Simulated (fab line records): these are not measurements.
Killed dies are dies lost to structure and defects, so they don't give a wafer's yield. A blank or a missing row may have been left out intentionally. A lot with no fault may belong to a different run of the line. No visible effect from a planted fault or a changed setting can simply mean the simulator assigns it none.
Matching of chambers ; flow nand_harc ; 4 sister chambers for NHARC_P_M2_DESCUM_14 on rie_diel-04
The step chemistry O2, time 3 s. 36 wafers are shown with their chamber, then 12 later ones without.

## WAFERS PAIRED WITH THEIR CHAMBERS
wafer;chamber;drypump_motor_current_A (A);oes_product_au (a.u.);throttle_valve_pct (%)
L075.1;3;5.9;1.025;11.308
L075.4;3;6.0;1.026;11.313
L075.6;0;6.3;1.015;11.318
L074.1;1;5.6;0.992;11.299
L074.2;3;6.0;0.997;11.326
L074.4;1;5.6;0.997;11.319
L077.4;0;6.3;1.000;11.309
L077.5;3;6.0;1.014;11.309
L077.6;0;6.3;1.010;11.308
L078.2;1;5.6;0.998;11.307
L078.4;2;5.5;0.979;11.280
L078.6;3;6.0;1.012;11.308
L080.3;0;6.3;1.005;11.321
L080.4;1;5.6;0.997;11.325
L080.6;3;6.0;1.010;11.301
L081.1;2;5.5;0.984;11.319
L081.4;0;6.3;0.995;11.316
L081.5;2;5.4;0.995;11.310
L082.1;2;5.5;1.001;11.317
L082.5;3;5.9;1.025;11.299
L082.6;2;5.5;0.994;11.300
L083.3;0;6.3;0.987;11.323
L083.4;2;5.5;0.987;11.314
L083.5;2;5.5;0.991;11.313
L087.2;1;5.6;0.988;11.301
L087.5;0;6.2;1.008;11.311
L087.6;1;5.6;0.988;11.288
L086.2;3;6.0;1.023;11.311
L086.5;3;6.0;1.011;11.307
L086.6;2;5.4;0.999;11.312
L089.1;3;6.0;1.003;11.322
L089.4;2;5.5;0.990;11.299
L089.5;0;6.2;1.009;11.326
L091.3;2;5.5;0.993;11.313
L091.4;1;5.5;0.995;11.314
L091.5;3;6.0;1.009;11.314

SIGNATURES, as means of the wafers listed above
reading;chamber 0;chamber 1;chamber 2;chamber 3;scatter within a chamber
drypump_motor_current_A;6.275;5.586;5.480;5.982;0.0418
oes_product_au;1.00362;0.99357;0.99130;1.01409;0.00796
throttle_valve_pct;11.31650;11.30757;11.30770;11.31073;0.00995
Rule: a wafer lies at a distance from a chamber equal to the root of the sum of squares, over the readings, of (its reading less the chamber's mean, divided by the reading's scatter). If the next closest chamber is less than 2 further off than the closest, the wafer can't be placed; otherwise it belongs to the closest. The scatter: take each reading less its chamber's mean, square it, sum over the shown wafers, divide by the number of wafers less the number of chambers, and take the root.

## WAFERS WITH NO CHAMBER GIVEN
wafer;drypump_motor_current_A (A);oes_product_au (a.u.);throttle_valve_pct (%)
L093.3;5.5;0.983;11.308
L093.5;5.6;0.982;11.314
L093.6;6.3;1.002;11.301
L094.2;5.6;0.998;11.323
L094.3;6.3;1.003;11.305
L094.4;6.0;1.004;11.316
L095.3;6.0;1.014;11.319
L095.4;5.6;0.994;11.316
L095.6;6.0;1.003;11.325
L096.3;6.3;1.001;11.301
L096.4;5.5;0.984;11.307
L096.5;6.3;1.006;11.308

## EACH ONE'S CHAMBER
wafer;from the rows above;in truth
L093.3;can't be placed: 2 or 1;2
L093.5;can't be placed: 1 or 2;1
L093.6;0;0
L094.2;can't be placed: 1 or 2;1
L094.3;0;0
L094.4;3;3
L095.3;3;3
L095.4;1;1
L095.6;3;3
L096.3;0;0
L096.4;can't be placed: 2 or 1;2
L096.5;0;0
Correct placement for 8 of the 12. Not placeable from these rows: 4 (in 4, the candidates include the true chamber). Wrongly placed: 0.
